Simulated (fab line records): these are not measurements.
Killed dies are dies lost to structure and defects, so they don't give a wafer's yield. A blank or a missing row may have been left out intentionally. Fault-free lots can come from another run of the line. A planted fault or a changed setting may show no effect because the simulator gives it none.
The tool behind it: which one? -- flow nand-harc -- 13 lots, 39 wafers sampled, at 5 steps of a route of 1159

## WHAT THE GAUGES READ, wafer by wafer
NHARC_P_BONDPAD_THK_MEAS_33: measures by ellipsometry.
lot,measured,on,thk-nm (nm)
L859,day 6 09:04,film-metro-02,201.5 200.2 203.3
L861,day 6 18:39,film-metro-01,203.1 201.6 203.6
L862,day 7 10:13,film-metro-02,204.0 203.3 205.8
L864,day 7 16:50,film-metro-02,200.0 198.0 197.9
L865,day 8 00:00,film-metro-01,201.5 198.3 199.6
L867,day 8 04:57,film-metro-01,204.2 202.5 200.0
L866,day 8 12:35,film-metro-02,204.7 200.8 205.2
L871,day 9 12:56,film-metro-01,199.3 200.6 202.0
L875,day 10 12:38,film-metro-02,199.4 202.6 201.3
L876,day 10 18:35,film-metro-01,200.8 203.2 201.8
L879,day 11 02:19,film-metro-01,200.8 199.9 200.5
L881,day 11 19:46,film-metro-02,198.6 197.5 203.2
L882,day 12 03:56,film-metro-01,200.5 199.2 201.7

NHARC_A_ONON_D1_THK_MEAS_02: measures by ellipsometry.
lot,measured,on,thk-nm (nm)
L859,day 7 14:48,film-metro-01,997 996 998
L861,day 7 20:08,film-metro-02,992 991 991
L862,day 8 13:16,film-metro-01,1004 1002 1004
L864,day 8 20:41,film-metro-01,975 976 975
L865,day 9 09:40,film-metro-02,583 586 585
L867,day 9 09:40,film-metro-01,981 980 981
L866,day 9 19:20,film-metro-02,996 995 995
L871,day 10 16:00,film-metro-02,607 608 605
L875,day 11 16:17,film-metro-02,988 988 987
L876,day 12 00:20,film-metro-02,995 995 994
L879,day 12 07:06,film-metro-02,1008 1006 1008
L881,day 12 22:58,film-metro-02,1001 1002 1001
L882,day 13 05:10,film-metro-01,1003 1005 1002

NHARC_END_SORT_01.
lot,measured,on,killed-at-array,killed-at-other,killed-at-periphery,killed-dies,killed-open,killed-short
L865,day 24 11:29,prober-02,670 671 666,0 2 1,7 4 10,677 677 677,3 4 4,2 1 1
L871,day 25 11:40,prober-02,672 674 672,0 0 2,5 3 3,677 677 677,6 5 5,2 0 2

## WHAT TOOL EACH LOT RAN ON (gives the tool, then ch and the chambers of the sampled wafers, and finally the start)
lot,NHARC_A_ZERO_WELL_DESCUM_12,NHARC_A_ONON_D1_DEP_00
L859,"rie-diel-08 ch 1,2, day 6 14:03","pecvd-onon-02 ch 0, day 7 14:17"
L861,"rie-diel-10 ch 1,2, day 6 23:38","pecvd-onon-04 ch 0, day 7 19:37"
L862,"rie-diel-08 ch 1,2,3, day 7 15:04","pecvd-onon-02 ch 0, day 8 12:52"
L864,"rie-diel-08 ch 1,2,3, day 7 21:40","pecvd-onon-02 ch 0, day 8 20:14"
L865,"rie-diel-08 ch 2,3, day 8 04:47","pecvd-onon-02 ch 0, day 9 09:10"
L867,"rie-diel-08 ch 1,2,3, day 8 09:38","pecvd-onon-04 ch 0, day 9 09:16"
L866,"rie-diel-01 ch 0,1,2, day 8 17:16","pecvd-onon-04 ch 0, day 9 18:59"
L871,"rie-diel-10 ch 0,2,3, day 9 18:05","pecvd-onon-02 ch 0, day 10 15:32"
L875,"rie-diel-08 ch 0,3, day 10 17:32","pecvd-onon-04 ch 0, day 11 15:46"
L876,"rie-diel-01 ch 0,1,2, day 11 02:19","pecvd-onon-01 ch 0, day 11 23:56"
L879,"rie-diel-08 ch 0,2, day 11 07:31","pecvd-onon-04 ch 0, day 12 06:36"
L881,"rie-diel-01 ch 2,3, day 12 00:28","pecvd-onon-04 ch 0, day 12 22:34"
L882,"rie-diel-08 ch 2,3, day 12 08:30","pecvd-onon-01 ch 0, day 13 04:40"
- NHARC_A_ZERO_WELL_DESCUM_12: chemistry O2, time 3 s.
- NHARC_A_ONON_D1_DEP_00: target thk 1000 nm.

## AS READ BY THE TOOLS THEMSELVES (means over the sampled wafers that have a number; for cases with no such wafer, the mark the record gives instead)
NHARC_A_ZERO_WELL_DESCUM_12.
lot,tool,drypump-motor-current-A (A),oes-product-au (a.u.),rf-vpp-V (V),showerhead-plenum-p-Torr (Torr),throttle-valve-pct (%)
L859,rie-diel-08,5.9,0.990,58.8,2.00,11.314
L861,rie-diel-10,5.8,0.995,58.0,1.87,11.313
L862,rie-diel-08,5.7,0.990,57.4,1.91,11.314
L864,rie-diel-08,5.7,0.995,58.4,1.91,11.306
L865,rie-diel-08,5.6,0.988,56.8,1.83,11.311
L867,rie-diel-08,5.7,1.001,58.4,1.91,11.308
L866,rie-diel-01,5.3,0.995,57.1,1.94,11.310
L871,rie-diel-10,5.9,1.010,58.1,1.90,11.307
L875,rie-diel-08,5.7,0.997,57.9,1.82,11.310
L876,rie-diel-01,5.3,1.002,58.0,1.93,11.309
L879,rie-diel-08,6.0,1.008,57.8,1.88,11.298
L881,rie-diel-01,5.7,0.997,57.8,1.98,11.304
L882,rie-diel-08,5.6,0.990,57.3,1.82,11.318

NHARC_A_ONON_D1_DEP_00.
lot,tool,n2o-flow-sccm (sccm),sih4-flow-sccm (sccm)
L859,pecvd-onon-02,2000,210.9
L861,pecvd-onon-04,1996,208.9
L862,pecvd-onon-02,2001,210.0
L864,pecvd-onon-02,1997,209.8
L865,pecvd-onon-02,1991,210.1
L867,pecvd-onon-04,1999,210.2
L866,pecvd-onon-04,2004,209.4
L871,pecvd-onon-02,2001,210.6
L875,pecvd-onon-04,2009,210.0
L876,pecvd-onon-01,1998,209.0
L879,pecvd-onon-04,1992,210.1
L881,pecvd-onon-04,1989,210.1
L882,pecvd-onon-01,1995,210.0

## THE ANSWER, worked out from the rows above alone
Rule: usual is defined by the lots themselves. Put in order of their means at a reading, lots are off if they are a third of the lots or fewer, leave a main group of 4 or more, and stand apart from it by a gap of 3 or more times the standard deviation of the main group's means; of several such gaps the widest counts. The tables above print the reading to a certain number of digits; a main group whose means all agree to those digits is not used. A lot without any number at a reading at which 4 lots or more have one is off too. Any other lot the step has rows for is counted as sound. Order of review: gauges by route order, followed by the tools' own readings, for which a lot's mean as printed above is used. At the first step where some lot is off, the reading lying furthest off is the one used; lots without a number count as furthest.
Off: L865, L871 (NHARC_A_ONON_D1_THK_MEAS_02, thk-nm). Main group: mean 994 nm, sd 9.5.
A tool fits if, at a process step before that reading, it ran every lot that is off, and no sound lot after the first of them. Those tools and the gauges at NHARC_A_ONON_D1_THK_MEAS_02 are tried in the same way. One candidate fits, namely pecvd-onon-02 at NHARC_A_ONON_D1_DEP_00. A fault onset in the window from L864 (day 8 20:14, its last sound lot) to L865 (day 9 09:10, its first lot off) fits.

## WHAT THE SIMULATOR HAD PUT IN
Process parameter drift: pecvd-onon-02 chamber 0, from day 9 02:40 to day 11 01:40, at NHARC_A_ONON_D1_DEP_00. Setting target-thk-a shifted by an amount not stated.
Struck lots among those shown: L865, L871. The rule given above showed the same thing.
